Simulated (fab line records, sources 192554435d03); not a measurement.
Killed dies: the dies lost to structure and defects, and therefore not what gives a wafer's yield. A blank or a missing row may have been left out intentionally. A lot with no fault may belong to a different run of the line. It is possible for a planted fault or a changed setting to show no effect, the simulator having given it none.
A struck lot beside a sound one / flow n5Finfet / 15 out of 1938 route steps
Sound: wafers L838.3, L838.5, L838.6. Wafers struck: L840.2, L840.5, L840.6. At the end, the cause is stated.
Per side, at each step with rows, come the tool, then ch with its chambers, and then its first start. Under that, the readings that differ: sound wafers / struck wafers / difference of the means / sigmas: that difference in standard deviations of wafers without a fault.
alike: a reading whose means differ by less than 2 such deviations, as well as words and numbers matching on both sides. not compared: withheld readings; readings where some wafer has no value; bounds like >300 that might hide an equal value; numbers whose values overlap and for which the record gives no deviation.
The two part at a step that has a row with sigmas, a row that says differs or no value, or rows on one side only. Non-overlapping numbers with no deviation appear without sigmas and do not part them. Lack of a reading on every wafer of one side parts them only where that side has two or more wafers.

N5_BEOL_M13_CMP_49: polishes, stops on SiOC, t overpolish 17.1 s, target thk 420 nm.
  sound on cmp-03 ch 0,1,3, day 16 02:18; struck on cmp-04 ch 0,1, day 17 02:23
  alike: barrierFieldEndpointS, clearingPlatenRpm, headPressurePsi, motorCurrentA, overpolishRunS, platenRpm
N5_BEOL_M13_THK_MEAS_50: measures by xrf.
  sound: filmMetro-01 at day 16 02:29; struck: filmMetro-01 at day 17 02:38
  alike: M13_THK
then, 1 step without rows for these wafers: N5_BEOL_M13_PRE_CLEAN_52 (time 15 s).
N5_BEOL_M13_DEP_53: deposits SiCN from 3MS/NH3, target thk 50 nm, time 17.8 s.
  sound on pecvd-04 ch 0,1, day 16 02:33; struck on pecvd-02 ch 0,1, day 17 02:42
  alike: showerheadPlenumPTorr, throttleValvePct
N5_BEOL_M13_RS_MEAS_54: measurement is done with a four-point probe.
  sound: filmMetro-01 at day 16 02:37; struck: filmMetro-02 at day 17 02:46
  alike: M13_RS
N5_BEOL_M13_INSPECT_55: inspects for defects (darkfield).
  sound: defectInspect-01 at day 16 02:38; struck: defectInspect-01 at day 17 02:47
  alike: rawDefectCount
N5_BEOL_M14_ILD_DEP_00: deposits SiO2 from TEOS/O2, target thk 1119.3 nm, time 237.4 s.
  sound on pecvd-01 ch 0,1, day 16 02:41; struck on pecvd-04 ch 1,2, day 17 02:50
  alike: heaterPowerW, showerheadPlenumPTorr, throttleValvePct
N5_BEOL_M14_THK_MEAS_01:
  sound: filmMetro-02 at day 16 02:52; struck: filmMetro-01 at day 17 03:01
  alike: M14_ILD_THK
then, 4 steps without rows for these wafers: N5_BEOL_M14_COAT_58 (time 60 s, resist thk 89 nm); N5_BEOL_M14_COAT_04 (resist thk 800 nm); N5_BEOL_M14_EBR_06; N5_BEOL_M14_SOFTBAKE_05 (time 60 s).
N5_BEOL_M14_EXPOSE_07: exposes mask V13.
  sound on krfScanner-01 ch 0, day 16 03:08; struck on krfScanner-01 ch 0, day 17 03:17
reading=exposureDoseMJCm2; sound=56.95 56.94 56.91; struck=57.89 57.92 57.85; difference=+0.95; sigmas=+17
  alike: mask, stageVelMmS
then, 1 step without rows for these wafers: N5_BEOL_M14_PEB_08 (peb time 90 s).
N5_PASSIVATION_PROBE_49:
  rows exist in the record for the sound wafers here (prober-02, day 17 10:15), none for the struck ones

== WHERE THEY PART ==
First at N5_BEOL_M14_EXPOSE_07; last, within this record, at N5_PASSIVATION_PROBE_49.

WHY: what had been put in by the simulator
Process parameter drift: krfScanner-01, from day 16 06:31 on, at N5_BEOL_M14_EXPOSE_07. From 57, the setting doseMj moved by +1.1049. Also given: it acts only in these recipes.
